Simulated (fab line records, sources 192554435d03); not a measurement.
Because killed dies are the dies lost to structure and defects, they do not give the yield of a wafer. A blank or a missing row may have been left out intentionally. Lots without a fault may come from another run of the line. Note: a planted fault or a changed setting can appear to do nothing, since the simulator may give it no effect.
3 desks, one fault -- flow n5 finfet -- numbers are kept per desk, each desk with only its own; the story behind them comes last

THE METROLOGY DESK
Means of the sampled wafers that have a number, per lot and without regard to the tool the lot ran on: this is what the gauges read. A lot is out of limits, marked OUT, if its mean lies more than 4 standard deviations from the usual mean; the brackets give that distance.
Columns: A = cd nm at N5_BEOL_M10_CD_MEAS_18, usual 69.9 nm
lot,first seen here,A
L892,day 10 07:02,70.0
L894,day 10 16:31,69.8
L893,day 10 16:45,69.4
L895,day 10 17:02,70.6
L896,day 11 01:23,69.4
L899,day 11 19:57,70.1
L902,day 12 18:41,69.8
L903,day 13 04:27,70.3
L907,day 14 01:13,69.7
L908,day 14 06:35,69.1
L910,day 14 12:37,69.8
L911,day 14 22:12,70.4
L914,day 15 11:11,69.5
L913,day 15 23:16,69.3
Result from this desk: across the 14 lots, nothing is out of limits.

THE TOOL OWNER'S DESK: rie diel-01
The tool's own readings at N5_BEOL_M10_ETCH_41 (etches SiCN in CH3F/O2, target depth 42.6 nm, time 86 s): means of the sampled wafers that have a number, for each lot that ran on this tool. A lot is out of limits, marked OUT, if its mean lies more than 4 standard deviations from the usual mean; the brackets give that distance.
Columns: A = drypump motor current A at N5_BEOL_M10_ETCH_41, usual 5.5 A; B = oes product au at N5_BEOL_M10_ETCH_41, usual 0.81 a.u.; C = rf vpp V at N5_BEOL_M10_ETCH_41, usual 297.4 V; D = showerhead plenum p Torr at N5_BEOL_M10_ETCH_41, usual 2.00 Torr; E = throttle valve pct at N5_BEOL_M10_ETCH_41, usual 16.42 %
lot,first seen here,A,B,C,D,E
L893,day 10 17:53,6.0,0.82,296.6,1.96,16.43
L895,day 10 18:22,5.9,0.86,299.4,2.08,16.23
L896,day 11 03:05,6.1,0.83,297.0,2.02,16.47
L902,day 12 19:32,6.1,0.54,296.8,2.00,16.67
L903,day 13 05:50,6.2,0.54,296.9,2.00,16.68
Result from this desk: across the 5 lots, nothing is out of limits.

THE DEFECT DESK
Per lot, the means of the sampled wafers with a number show what the inspections along the route counted. A lot is out of limits, marked OUT, if its mean lies more than 4 standard deviations from the usual mean; the brackets give that distance.
Columns: A = raw defect count at N5_BEOL_M10_INSPECT_30, usual 442
lot,first seen here,A
L892,day 10 10:11,605
L893,day 10 17:31,463
L894,day 10 17:33,405
L895,day 10 17:44,341
L896,day 11 02:42,497
L899,day 11 20:21,367
L902,day 12 19:08,489
L903,day 13 04:47,484
L907,day 14 01:42,524
L908,day 14 07:31,370
L910,day 14 13:41,409
L911,day 14 22:59,563
L914,day 15 12:21,355
L913,day 16 00:28,342
Result from this desk: across the 14 lots, nothing is out of limits.

PUT TOGETHER
The metrology desk saw nothing out of limits.
The desk of the tool owner found nothing out of limits.
Nothing out of limits was seen by the defect desk.

WHAT WAS PUT IN BY THE SIMULATOR
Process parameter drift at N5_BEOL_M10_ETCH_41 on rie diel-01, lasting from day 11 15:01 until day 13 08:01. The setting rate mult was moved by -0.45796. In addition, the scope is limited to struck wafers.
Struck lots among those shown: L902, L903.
